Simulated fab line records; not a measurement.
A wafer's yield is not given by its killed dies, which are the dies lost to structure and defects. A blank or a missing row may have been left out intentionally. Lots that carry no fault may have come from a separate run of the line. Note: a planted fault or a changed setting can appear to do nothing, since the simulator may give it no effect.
Split-lot study    flow n5-finfet    7 lots, 21 wafers read, on a route of 1938 steps

== SPLIT DETAILS ==
At N5_BEOL_M0_TRENCH_ETCH_107 (etches SiOC in C4F6/O2, target depth 32.8 nm, time 16.4 s), the setting target-depth-a was moved away from the recipe's 328 angstrom on 5 of the 21 wafers read, by -8.3% to +8.7%. All remaining wafers had this setting at the recipe value.

== SPLIT TO READING: what lies between them in the file, 1 step ==
- N5_BEOL_M0_STRIP_142: strips in N2/H2, time 10 s

== THE READING ==
trench-depth-nm, in nm, at N5_BEOL_M0_OCD_MEAS_108. Typical for fault-free wafers on this fab line: 32.7 nm, with standard deviation 0.63 nm.

wafer   tool, chamber at the split  target-depth-a as run, angstrom  against the recipe  trench-depth-nm, nm  against lot-mates on the recipe
L074.2  rie-diel-06, 0              356.7                            +8.7%               35.0                 +2.2
L074.4  rie-diel-06, 0              328                              recipe              32.8                 -
L074.6  rie-diel-06, 2              356.7                            +8.7%               36.1                 +3.3
L075.2  rie-diel-02, 0              328                              recipe              32.0                 -
L075.4  rie-diel-02, 1              328                              recipe              31.1                 -
L075.6  rie-diel-02, 3              328                              recipe              33.0                 -
L082.3  rie-diel-06, 3              328                              recipe              33.7                 -
L082.4  rie-diel-06, 2              328                              recipe              32.9                 -
L082.6  rie-diel-06, 1              328                              recipe              32.9                 -
L084.3  rie-diel-06, 3              328                              recipe              34.2                 -
L084.4  rie-diel-06, 1              328                              recipe              32.8                 -
L084.6  rie-diel-06, 0              328                              recipe              33.6                 -
L086.1  rie-diel-02, 3              328                              recipe              32.3                 -
L086.2  rie-diel-02, 2              328                              recipe              32.7                 -
L086.6  rie-diel-02, 2              328                              recipe              32.5                 -
L093.1  rie-diel-02, 2              328                              recipe              32.1                 -
L093.2  rie-diel-02, 3              301.8                            -8.0%               29.8                 -2.3
L093.4  rie-diel-02, 2              328                              recipe              32.1                 -
L095.1  rie-diel-02, 2              300.8                            -8.3%               29.9                 -2.1
L095.4  rie-diel-02, 0              328                              recipe              32.0                 -
L095.6  rie-diel-02, 2              300.8                            -8.3%               29.0                 -3.0

FIT RESULTS
A straight line over all 21 wafers: trench-depth-nm changes by +0.357 nm for each +1% of target-depth-a; r = +0.90; the points scatter about the line by 0.72 nm.
The same after taking each lot's own level away (the mean of its wafers on the recipe; 21 wafers): +0.307 nm for each +1%; r = +0.94; scatter 0.48 nm.
Per that fit: largest target-depth-a move, reading shift of 2.7 nm.
Across the lots, their own levels run from 32.00 to 33.53 nm, a range of 2.4 times the standard deviation given above.
So the slope is not independent of the lot-to-lot level: the two fits are not the same.
Check: with one of the wafers moved furthest among these (+8.7%) left out of the fit, the line predicts +2.9 nm for it against its lot-mates. It came out at +2.2 nm against them.

== ADDITIONAL SPLITS CARRIED BY THESE WAFERS ==
Other splits were also applied to these wafers ahead of the reading. Each is held against what the fit with the lots' levels taken away leaves over:
other split on the same wafers            wafers away from the commonest value  r with trench-depth-nm (lot level and that fit taken away)
N5_MOL_CONTACT_COAG_COAT_34 spin-rpm      6                                     -0.08
N5_MOL_CONTACT_COAG_VIA_ETCH_117 bias-w   8                                     +0.20
N5_MOL_CONTACT_COAG_CVD_140 target-thk-a  7                                     -0.04

== THE WHOLE CHAIN: every reading that the file lists as answering this split, in the file's order ==
step                        what it does                                               reading                                                                    change (the file's fit)                r (the file's)
N5_BEOL_M0_TRENCH_ETCH_107  etches SiOC in C4F6/O2, target depth 32.8 nm, time 16.4 s  BEOL_M0.feature-depth-nm (the simulator's own value, which no gauge read)  +0.344 nm for each +1% of the setting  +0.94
N5_BEOL_M0_OCD_MEAS_108                                                                trench-depth-nm                                                            +0.304 nm for each +1% of the setting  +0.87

== FILE'S OWN FIT ==
trench-depth-nm changes by +0.304 nm for each +1% of target-depth-a, r = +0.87.
